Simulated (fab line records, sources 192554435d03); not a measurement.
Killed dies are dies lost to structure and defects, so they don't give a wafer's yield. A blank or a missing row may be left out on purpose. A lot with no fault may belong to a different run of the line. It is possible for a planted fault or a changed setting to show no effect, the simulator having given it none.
Which of the tools did it?    flow n5Finfet    24 lots, 72 wafers sampled, at 6 steps of a route of 1938

WHAT THE GAUGES READ, wafer by wafer
N5_BEOL_M5_OVL_MEAS_29. Usual: V4_OVL gives -0.4 nm (standard deviation 0.76).
lot   measured      on          V4_OVL (nm)     flag
L074  day 8 00:52   overlay-01  -0.2 -1.0 -0.7  
L075  day 8 18:29   overlay-02  -1.5 0.1 -0.7   
L077  day 9 01:54   overlay-01  -0.4 0.2 0.2    
L076  day 9 01:58   overlay-02  -0.7 0.2 0.0    
L078  day 9 01:59   overlay-01  -2.3 -2.1 -1.7  
L079  day 9 10:16   overlay-02  -1.3 -0.8 -0.9  
L081  day 9 13:04   overlay-02  -0.8 0.2 -1.0   
L080  day 10 02:57  overlay-01  1.4 0.9 0.5     
L082  day 10 03:03  overlay-01  -0.2 -0.4 0.2   
L083  day 10 08:31  overlay-01  -0.4 -0.3 -0.5  
L084  day 11 01:08  overlay-01  -1.7 -1.3 -0.8  
L085  day 11 00:58  overlay-02  -0.9 -0.5 -0.3  
L088  day 11 06:25  overlay-02  -0.7 -1.4 0.7   
L086  day 11 06:50  overlay-02  -0.3 -1.9 -0.5  
L087  day 11 23:36  overlay-02  -0.4 -0.8 -0.4  
L089  day 12 05:05  overlay-01  -0.8 -1.1 -0.9  
L090  day 12 10:35  overlay-01  -0.6 -1.0 -0.8  
L091  day 12 16:10  overlay-02  0.2 0.3 0.3     
L093  day 12 16:21  overlay-01  0.0 -0.8 -1.1   
L092  day 12 16:07  overlay-01  1.4 1.1 1.4     
L094  day 13 08:49  overlay-02  0.3 1.1 0.5     
L095  day 13 15:33  overlay-01  0.7 -1.1 0.0    
L096  day 13 18:36  overlay-01  -0.4 -0.4 -0.2  
L097  day 13 18:33  overlay-02  -0.7 -0.1 -0.2  

WHAT TOOL EACH LOT RAN ON (gives the tool, then ch and the chambers of the sampled wafers, and finally the start)
lot   N5_BEOL_M4_DEGAS_44          N5_BEOL_M4_SPUTTER_79        N5_BEOL_M4_SPUTTER_88        N5_BEOL_M5_ETCH_72                 N5_BEOL_M5_STRIP_64
L074  pvdSputter-03, day 7 15:59   pvdSputter-01, day 7 17:05   pvdSputter-01, day 7 17:45   rieDiel-03 ch 1,3, day 7 22:28     rieDiel-03 ch 1,3, day 7 22:39
L075  pvdSputter-03, day 8 10:42   pvdSputter-03, day 8 11:37   pvdSputter-03, day 8 12:17   rieDiel-01 ch 0,1, day 8 17:36     rieDiel-01 ch 0,1, day 8 17:47
L077  pvdSputter-03, day 8 17:32   pvdSputter-02, day 8 18:23   pvdSputter-02, day 8 19:02   rieDiel-05 ch 1,2, day 9 00:22     rieDiel-05 ch 1,2, day 9 00:32
L076  pvdSputter-03, day 8 17:37   pvdSputter-03, day 8 18:33   pvdSputter-03, day 8 19:13   rieDiel-03 ch 0,2,3, day 9 00:37   rieDiel-03 ch 0,2,3, day 9 00:47
L078  pvdSputter-01, day 8 17:40   pvdSputter-01, day 8 18:35   pvdSputter-01, day 8 19:15   rieDiel-01 ch 0,3, day 9 00:53     rieDiel-01 ch 0,3, day 9 01:04
L079  pvdSputter-01, day 8 23:52   pvdSputter-03, day 9 00:39   pvdSputter-03, day 9 01:19   rieDiel-05 ch 0,2,3, day 9 09:32   rieDiel-05 ch 0,2,3, day 9 09:42
L081  pvdSputter-03, day 9 03:25   pvdSputter-02, day 9 04:38   pvdSputter-02, day 9 05:18   rieDiel-05 ch 0,1,3, day 9 10:15   rieDiel-05 ch 0,1,3, day 9 10:25
L080  pvdSputter-01, day 9 18:05   pvdSputter-02, day 9 19:15   pvdSputter-02, day 9 19:55   rieDiel-01 ch 0,1,2, day 10 01:57  rieDiel-01 ch 0,1,2, day 10 02:08
L082  pvdSputter-01, day 9 18:39   pvdSputter-01, day 9 20:59   pvdSputter-01, day 9 21:39   rieDiel-05 ch 0,2, day 10 02:08    rieDiel-05 ch 0,2, day 10 02:19
L083  pvdSputter-03, day 9 21:58   pvdSputter-02, day 9 23:09   pvdSputter-02, day 9 23:49   rieDiel-01 ch 0,1, day 10 04:49    rieDiel-01 ch 0,1, day 10 04:59
L084  pvdSputter-02, day 10 15:54  pvdSputter-02, day 10 16:58  pvdSputter-02, day 10 17:37  rieDiel-01 ch 0,2, day 10 22:29    rieDiel-01 ch 0,2, day 10 22:39
L085  pvdSputter-02, day 10 16:40  pvdSputter-01, day 10 17:48  pvdSputter-01, day 10 18:28  rieDiel-03 ch 0,3, day 10 23:08    rieDiel-03 ch 0,3, day 10 23:19
L088  pvdSputter-03, day 10 21:54  pvdSputter-03, day 10 23:02  pvdSputter-03, day 10 23:41  rieDiel-03 ch 0,1, day 11 05:31    rieDiel-03 ch 0,1, day 11 05:41
L086  pvdSputter-03, day 10 22:24  pvdSputter-02, day 10 23:27  pvdSputter-02, day 11 00:07  rieDiel-01 ch 2,3, day 11 05:56    rieDiel-01 ch 2,3, day 11 06:07
L087  pvdSputter-02, day 11 13:46  pvdSputter-02, day 11 14:43  pvdSputter-02, day 11 15:22  rieDiel-01 ch 2,3, day 11 22:49    rieDiel-01 ch 2,3, day 11 22:59
L089  pvdSputter-01, day 11 18:02  pvdSputter-02, day 11 18:53  pvdSputter-02, day 11 19:32  rieDiel-05 ch 0,1,2, day 12 02:37  rieDiel-05 ch 0,1,2, day 12 02:48
L090  pvdSputter-01, day 11 23:51  pvdSputter-02, day 12 01:35  pvdSputter-02, day 12 02:15  rieDiel-05 ch 0,1,2, day 12 07:17  rieDiel-05 ch 0,1,2, day 12 07:27
L091  pvdSputter-03, day 12 02:53  pvdSputter-02, day 12 04:02  pvdSputter-02, day 12 04:41  rieDiel-01 ch 0,2,3, day 12 12:01  rieDiel-01 ch 0,2,3, day 12 12:11
L093  pvdSputter-02, day 12 06:19  pvdSputter-03, day 12 07:43  pvdSputter-03, day 12 08:23  rieDiel-03 ch 0,1,2, day 12 13:12  rieDiel-03 ch 0,1,2, day 12 13:23
L092  pvdSputter-02, day 12 06:23  pvdSputter-01, day 12 07:35  pvdSputter-01, day 12 08:15  rieDiel-05 ch 1,2,3, day 12 13:02  rieDiel-05 ch 1,2,3, day 12 13:12
L094  pvdSputter-02, day 13 00:37  pvdSputter-02, day 13 01:23  pvdSputter-02, day 13 02:03  rieDiel-03 ch 0,1,2, day 13 07:43  rieDiel-03 ch 0,1,2, day 13 07:53
L095  pvdSputter-01, day 13 03:55  pvdSputter-03, day 13 04:55  pvdSputter-03, day 13 05:34  rieDiel-01 ch 0,1,2, day 13 13:07  rieDiel-01 ch 0,1,2, day 13 13:17
L096  pvdSputter-02, day 13 09:04  pvdSputter-02, day 13 09:53  pvdSputter-02, day 13 10:32  rieDiel-01 ch 1,3, day 13 16:36    rieDiel-01 ch 1,3, day 13 16:46
L097  pvdSputter-02, day 13 09:35  pvdSputter-01, day 13 10:49  pvdSputter-01, day 13 11:28  rieDiel-01 ch 0,1,2, day 13 17:03  rieDiel-01 ch 0,1,2, day 13 17:13
- N5_BEOL_M4_DEGAS_44: time 60 s.
- N5_BEOL_M4_SPUTTER_79: material Cu, target thk 4.5 nm, time 8.29 s.
- N5_BEOL_M4_SPUTTER_88: material Cu, target thk 4.5 nm, time 8.29 s.
- N5_BEOL_M5_ETCH_72: etches underlayer in N2/H2, target depth 6.5 nm, time 5.2 s.
- N5_BEOL_M5_STRIP_64: strips in CF4.

WHAT THE TOOLS THEMSELVES READ (means of the sampled wafers that have a number; where no wafer has one, the mark that the record gives instead)
N5_BEOL_M4_DEGAS_44. Usual: heaterPowerW 325 W, standard deviation 33; susceptorTempC 250.02 C, standard deviation 0.17.
lot   tool           heaterPowerW (W)  susceptorTempC (C)  flag
L074  pvdSputter-03  334               250.03              
L075  pvdSputter-03  324               250.12              
L077  pvdSputter-03  317               249.91              
L076  pvdSputter-03  320               250.01              
L078  pvdSputter-01  352               249.90              
L079  pvdSputter-01  349               250.07              
L081  pvdSputter-03  333               250.21              
L080  pvdSputter-01  340               249.98              
L082  pvdSputter-01  347               250.09              
L083  pvdSputter-03  330               250.00              
L084  pvdSputter-02  292               250.09              
L085  pvdSputter-02  292               249.91              
L088  pvdSputter-03  334               250.02              
L086  pvdSputter-03  303               250.04              
L087  pvdSputter-02  311               249.99              
L089  pvdSputter-01  353               250.04              
L090  pvdSputter-01  343               250.07              
L091  pvdSputter-03  309               250.20              
L093  pvdSputter-02  351               250.05              
L092  pvdSputter-02  319               249.91              
L094  pvdSputter-02  322               250.08              
L095  pvdSputter-01  349               250.04              
L096  pvdSputter-02  299               249.82              
L097  pvdSputter-02  296               250.05              

N5_BEOL_M4_SPUTTER_79. Usual: susceptorTempC -19.99 C, standard deviation 0.11; throttleValvePct 29.8 %, standard deviation 1.
lot   tool           susceptorTempC (C)  throttleValvePct (%)  flag
L074  pvdSputter-01  -20.11              30.0                  
L075  pvdSputter-03  -19.89              28.8                  
L077  pvdSputter-02  -19.90              30.2                  
L076  pvdSputter-03  -19.99              29.1                  
L078  pvdSputter-01  -19.87              29.3                  
L079  pvdSputter-03  -20.05              29.3                  
L081  pvdSputter-02  -19.88              30.0                  
L080  pvdSputter-02  -20.00              30.2                  
L082  pvdSputter-01  -20.03              30.1                  
L083  pvdSputter-02  -20.01              29.9                  
L084  pvdSputter-02  -19.95              29.4                  
L085  pvdSputter-01  -20.00              30.9                  
L088  pvdSputter-03  -20.03              29.4                  
L086  pvdSputter-02  -19.99              30.3                  
L087  pvdSputter-02  -20.09              30.1                  
L089  pvdSputter-02  -20.03              29.7                  
L090  pvdSputter-02  -20.03              29.8                  
L091  pvdSputter-02  -20.01              30.2                  
L093  pvdSputter-03  -20.05              29.0                  
L092  pvdSputter-01  -20.00              30.0                  
L094  pvdSputter-02  -19.99              30.3                  
L095  pvdSputter-03  -19.99              29.0                  
L096  pvdSputter-02  -19.83              29.7                  
L097  pvdSputter-01  -20.07              30.3                  

N5_BEOL_M4_SPUTTER_88. Usual: susceptorTempC -20.00 C, standard deviation 0.11; throttleValvePct 29.8 %, standard deviation 1.
lot   tool           susceptorTempC (C)  throttleValvePct (%)  flag
L074  pvdSputter-01  -19.97              30.1                  
L075  pvdSputter-03  -20.00              28.9                  
L077  pvdSputter-02  -20.02              30.2                  
L076  pvdSputter-03  -19.96              29.1                  
L078  pvdSputter-01  -19.91              29.4                  
L079  pvdSputter-03  -19.90              29.4                  
L081  pvdSputter-02  -20.13              30.1                  
L080  pvdSputter-02  -19.95              30.4                  
L082  pvdSputter-01  -19.99              30.4                  
L083  pvdSputter-02  -20.07              29.7                  
L084  pvdSputter-02  -19.96              29.4                  
L085  pvdSputter-01  -20.09              31.0                  
L088  pvdSputter-03  -20.01              29.4                  
L086  pvdSputter-02  -19.79              30.5                  
L087  pvdSputter-02  -19.98              29.9                  
L089  pvdSputter-02  -19.95              29.5                  
L090  pvdSputter-02  -20.01              29.8                  
L091  pvdSputter-02  -20.08              30.2                  
L093  pvdSputter-03  -19.95              28.9                  
L092  pvdSputter-01  -19.86              30.0                  
L094  pvdSputter-02  -20.10              30.3                  
L095  pvdSputter-03  -20.06              28.9                  
L096  pvdSputter-02  -20.17              29.7                  
L097  pvdSputter-01  -20.00              30.0                  

N5_BEOL_M5_ETCH_72. Usual: drypumpMotorCurrentA 5.9 A, standard deviation 0.48; etchRfOnTimeS 5.16 s, standard deviation 0.19; oesProductAu 0.69 a.u., standard deviation 0.073; rfFwdPowerW 819.5 W, standard deviation 2.3; rfVppV 523.3 V, standard deviation 2.4; showerheadPlenumPTorr 2.51 Torr, standard deviation 0.068; throttleValvePct 17.76 %, standard deviation 0.23.
lot   tool        drypumpMotorCurrentA (A)  etchRfOnTimeS (s)  oesProductAu (a.u.)  rfFwdPowerW (W)  rfVppV (V)  showerheadPlenumPTorr (Torr)  throttleValvePct (%)  flag
L074  rieDiel-03  5.8                       4.92               0.80                 818.6            523.5       2.51                          17.75                 
L075  rieDiel-01  5.8                       5.29               0.59                 820.2            522.1       2.44                          17.90                 
L077  rieDiel-05  5.6                       5.24               0.73                 816.8            526.0       2.57                          17.47                 
L076  rieDiel-03  6.0                       4.98               0.67                 820.1            522.9       2.50                          17.88                 
L078  rieDiel-01  6.1                       5.35               0.63                 819.9            522.7       2.50                          17.84                 
L079  rieDiel-05  5.9                       5.03               0.74                 817.7            525.7       2.56                          17.85                 
L081  rieDiel-05  5.8                       5.07               0.73                 818.3            524.8       2.55                          17.84                 
L080  rieDiel-01  5.8                       5.16               0.65                 822.3            521.1       2.46                          17.79                 
L082  rieDiel-05  6.2                       5.14               0.68                 819.8            523.2       2.51                          17.90                 
L083  rieDiel-01  5.8                       5.20               0.59                 820.0            521.9       2.43                          17.91                 
L084  rieDiel-01  5.8                       5.13               0.69                 817.4            522.5       2.48                          17.71                 
L085  rieDiel-03  6.5                       4.87               0.80                 820.5            521.1       2.49                          17.60                 
L088  rieDiel-03  6.0                       5.14               0.79                 823.1            522.5       2.48                          17.66                 
L086  rieDiel-01  6.1                       5.33               0.65                 819.3            521.7       2.45                          17.74                 
L087  rieDiel-01  6.1                       5.27               0.65                 820.7            521.7       2.45                          17.76                 
L089  rieDiel-05  5.8                       5.27               0.67                 819.3            524.0       2.53                          17.73                 
L090  rieDiel-05  5.8                       5.23               0.68                 820.3            525.3       2.53                          17.72                 
L091  rieDiel-01  6.0                       5.30               0.65                 818.9            522.4       2.47                          17.79                 
L093  rieDiel-03  5.5                       5.08               0.71                 819.0            522.3       2.49                          17.89                 
L092  rieDiel-05  5.5                       5.10               0.72                 821.1            524.4       2.58                          17.67                 
L094  rieDiel-03  5.5                       5.12               0.70                 821.4            521.8       2.49                          17.91                 
L095  rieDiel-01  5.8                       5.15               0.70                 821.9            524.3       2.55                          17.69                 
L096  rieDiel-01  5.9                       5.16               0.74                 819.3            525.8       2.61                          17.62                 
L097  rieDiel-01  5.8                       5.16               0.69                 819.3            525.2       2.55                          17.68                 

N5_BEOL_M5_STRIP_64. Usual: drypumpMotorCurrentA 5.9 A, standard deviation 0.48; oesProductAu 0.80 a.u., standard deviation 0.075; powerW 300.0 W, standard deviation 0.83; rfFwdPowerW 292.8 W, standard deviation 0.93; rfVppV 270.7 V, standard deviation 1.3; showerheadPlenumPTorr 1.77 Torr, standard deviation 0.046; throttleValvePct 13.48 %, standard deviation 0.24.
lot   tool        drypumpMotorCurrentA (A)  oesProductAu (a.u.)  powerW (W)  rfFwdPowerW (W)  rfVppV (V)  showerheadPlenumPTorr (Torr)  throttleValvePct (%)  flag
L074  rieDiel-03  5.8                       0.90                 299.5       291.5            270.6       1.78                          13.30                 
L075  rieDiel-01  5.8                       0.69                 299.2       293.0            270.3       1.73                          13.72                 
L077  rieDiel-05  5.6                       0.84                 298.6       292.6            272.6       1.81                          13.13                 
L076  rieDiel-03  6.0                       0.76                 299.6       293.6            270.2       1.78                          13.61                 
L078  rieDiel-01  6.1                       0.74                 300.4       292.3            270.0       1.77                          13.62                 
L079  rieDiel-05  5.9                       0.84                 300.0       292.9            270.6       1.79                          13.37                 
L081  rieDiel-05  5.8                       0.83                 299.4       292.2            271.2       1.80                          13.46                 
L080  rieDiel-01  5.8                       0.75                 300.0       292.6            269.7       1.74                          13.60                 
L082  rieDiel-05  6.2                       0.79                 301.0       292.4            269.8       1.76                          13.47                 
L083  rieDiel-01  5.8                       0.68                 300.7       292.2            269.4       1.73                          13.75                 
L084  rieDiel-01  5.7                       0.80                 299.7       293.7            270.2       1.75                          13.46                 
L085  rieDiel-03  6.4                       0.89                 300.6       292.7            270.8       1.78                          13.24                 
L088  rieDiel-03  5.9                       0.91                 299.9       292.3            270.3       1.78                          13.49                 
L086  rieDiel-01  6.1                       0.77                 299.6       293.4            270.0       1.73                          13.51                 
L087  rieDiel-01  6.1                       0.76                 300.5       293.0            270.0       1.73                          13.52                 
L089  rieDiel-05  5.8                       0.79                 300.3       293.3            270.0       1.78                          13.38                 
L090  rieDiel-05  5.8                       0.78                 300.8       292.4            270.1       1.78                          13.38                 
L091  rieDiel-01  6.0                       0.76                 300.6       292.7            270.8       1.75                          13.56                 
L093  rieDiel-03  5.5                       0.81                 300.1       292.8            270.1       1.78                          13.66                 
L092  rieDiel-05  5.5                       0.83                 300.1       293.0            272.2       1.81                          13.31                 
L094  rieDiel-03  5.5                       0.81                 300.4       292.1            270.8       1.77                          13.66                 
L095  rieDiel-01  5.8                       0.81                 299.9       292.4            271.7       1.80                          13.46                 
L096  rieDiel-01  5.9                       0.84                 299.4       293.0            272.4       1.84                          13.38                 
L097  rieDiel-01  5.8                       0.81                 299.8       293.9            271.2       1.80                          13.47                 

THE ANSWER, worked out from the rows above alone
Rule: lot off if the mean of its wafers having a number is beyond 3 standard deviations from the usual mean. A lot without any number at a reading at which 4 lots or more have one is off too. Any other lot the step has rows for is counted as sound. First the gauges in route order, then the tools' own readings, where a lot's mean is used as printed above. At the first step where some lot is off, the reading lying furthest off is the one used; lots without a number count as furthest.
No lot is off on any of the readings shown, so nothing can be concluded from this.

WHAT WAS PUT IN BY THE SIMULATOR
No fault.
